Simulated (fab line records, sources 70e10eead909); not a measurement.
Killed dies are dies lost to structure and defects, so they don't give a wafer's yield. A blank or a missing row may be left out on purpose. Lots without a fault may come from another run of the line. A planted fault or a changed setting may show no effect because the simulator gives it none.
Chamber matching | flow nand_harc | NHARC_A_CHANNEL_HOLE_D1_ETCH_38 on rie_diel-10: 4 sister chambers
The step etches the open film in CF4, target depth 39 nm, time 65 s. 4 wafers are shown with their chamber, then 7 later ones without.

WAFERS WITH THEIR CHAMBER
wafer  | chamber | drypump_motor_current_A (A)
L415.6 | 3       | 6.18
L419.3 | 0       | 5.87
L423.2 | 1       | 5.34
L423.4 | 2       | 5.83

WAFERS WITHOUT THEIR CHAMBER
wafer  | drypump_motor_current_A (A)
L423.5 | 5.35
L422.1 | 5.32
L422.3 | 5.86
L422.5 | 5.86
L434.1 | 6.15
L434.2 | 5.83
L434.3 | 5.86

WHICH CHAMBER EACH WENT THROUGH
wafer  | from the rows above     | in truth
L423.5 | 1                       | 1
L422.1 | 1                       | 1
L422.3 | can't be placed: 0 or 2 | 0
L422.5 | can't be placed: 0 or 2 | 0
L434.1 | 3                       | 3
L434.2 | 2                       | 2
L434.3 | can't be placed: 0 or 2 | 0
Placed correctly: 4 of 7. Can't be placed from these rows: 3 (the true chamber is among the candidates in 3). Placed wrongly: 0.
How it was worked out, from the rows above alone: a wafer's distance from a chamber is the root of the sum, over the readings, of the square of ((its reading less the chamber's mean) divided by the reading's scatter). The wafer belongs to the nearest chamber; if the next one is less than 2 further off, it can't be placed. A chamber's mean is the mean of its shown wafers. The scatter: with one shown wafer a chamber, the root of the mean of the squares of how far each hidden wafer lies from its nearest shown one.
